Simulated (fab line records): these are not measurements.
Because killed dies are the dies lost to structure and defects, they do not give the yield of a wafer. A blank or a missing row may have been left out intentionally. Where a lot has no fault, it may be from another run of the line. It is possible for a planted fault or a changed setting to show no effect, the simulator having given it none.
A struck lot beside a sound one / flow nand harc / 13 steps out of a route of 1159
Sound: the wafers L822.1, L822.3, L822.6. Struck: wafer L828.6. (L828.2 of the same lot was not struck and is left out.) The cause comes at the end.
Per side, at each step with rows, come the tool, then ch with its chambers, and then its first start. Under that, the readings that differ: sound wafers / struck wafers / difference of the means / sigmas: that difference in standard deviations of wafers without a fault.
alike: readings whose means differ by less than 2 such deviations, and words and numbers that are the same on both sides. not compared: withheld readings, readings that some wafer has no value for, bounds like >300 that may hide the same value, and numbers for which the record gives no deviation and whose values overlap.
The two part at a step that has a row with sigmas, a row that says differs or no value, or rows on one side only. Non-overlapping numbers with no deviation appear without sigmas and do not part them. A reading missing from all wafers of one side parts the sides only when that side holds two or more wafers.

first, 4 steps without rows for these wafers: NHARC_A_WL_FILL_STRIP_28 (strips in post etch residue remover, time 1200 s); NHARC_A_WL_FILL_PRECLEAN_06 (cleans in DIW, time 300 s); NHARC_A_WL_FILL_SRD_07; NHARC_A_WL_FILL_ANNEAL_08 (time 1800 s).
NHARC_A_WL_FILL_ALD_10: deposits SiO2, target thk 50 nm, pulse time 10 s, ald cycles 500.
  sound on ald hk-03 ch 0,2,3, day 18 21:47; struck on ald hk-01 ch 2, day 20 03:52
  alike: heater power w, precursor pulse height rel
NHARC_A_WL_FILL_ETCHBACK_16: etches the open film in C4F8/O2/Ar, target depth 88 nm, time 17.6 s.
  sound: rie diel-05 ch 1,2; struck: rie diel-12 ch 0
reading=oes product au (a.u.); sound=1.00 0.99 1.00; struck=0.92; difference=-0.08; sigmas=-2
  alike: rf vpp V
  not compared: rf hours counter h
NHARC_A_WL_FILL_STRIP_29: strips in O2, time 20 s.
  sound on rie diel-05 ch 0,2,3, day 19 02:02; struck on rie diel-12 ch 2, day 20 06:33
  alike: drypump motor current A, oes product au, rf vpp V, showerhead plenum p Torr, throttle valve pct
  not compared: rf hours counter h
NHARC_A_WL_FILL_ETCHBACK_17: etches the open film in Cl2/BCl3, target depth 4 nm, time 26.7 s.
  sound on rie metal-03 ch 0,1, day 19 02:07; struck on rie metal-01 ch 0, day 20 06:39
  alike: drypump motor current A, oes product au
  not compared: rf hours counter h
then, 3 steps without rows for these wafers: NHARC_A_WL_FILL_PRECLEAN_18 (cleans in dHF, time 30 s); NHARC_A_WL_FILL_SRD_21; NHARC_A_WL_FILL_CVD_23 (deposits poly-Si, target thk 40 nm, time 800 s).
NHARC_A_WL_FILL_ETCHBACK_26: etches the open film in HBr, target depth 52 nm, time 13.3 s.
  sound on rie si-06 ch 0,2,3, day 19 07:29; struck on rie si-02 ch 1, day 20 12:05
reading=oes product au (a.u.); sound=1.023 1.012 1.002; struck=0.754; difference=-0.258; sigmas=-28
  alike: drypump motor current A, hbr flow sccm, throttle valve pct
  not compared: rf hours counter h
then, 1 step without rows for these wafers: NHARC_A_WL_FILL_PRECLEAN_30 (cleans in dHF, time 10 s).

WHERE THEY PART
At NHARC_A_WL_FILL_ETCHBACK_16 first; at NHARC_A_WL_FILL_ETCHBACK_26 last (within this record only).

WHY: whatever the simulator had introduced
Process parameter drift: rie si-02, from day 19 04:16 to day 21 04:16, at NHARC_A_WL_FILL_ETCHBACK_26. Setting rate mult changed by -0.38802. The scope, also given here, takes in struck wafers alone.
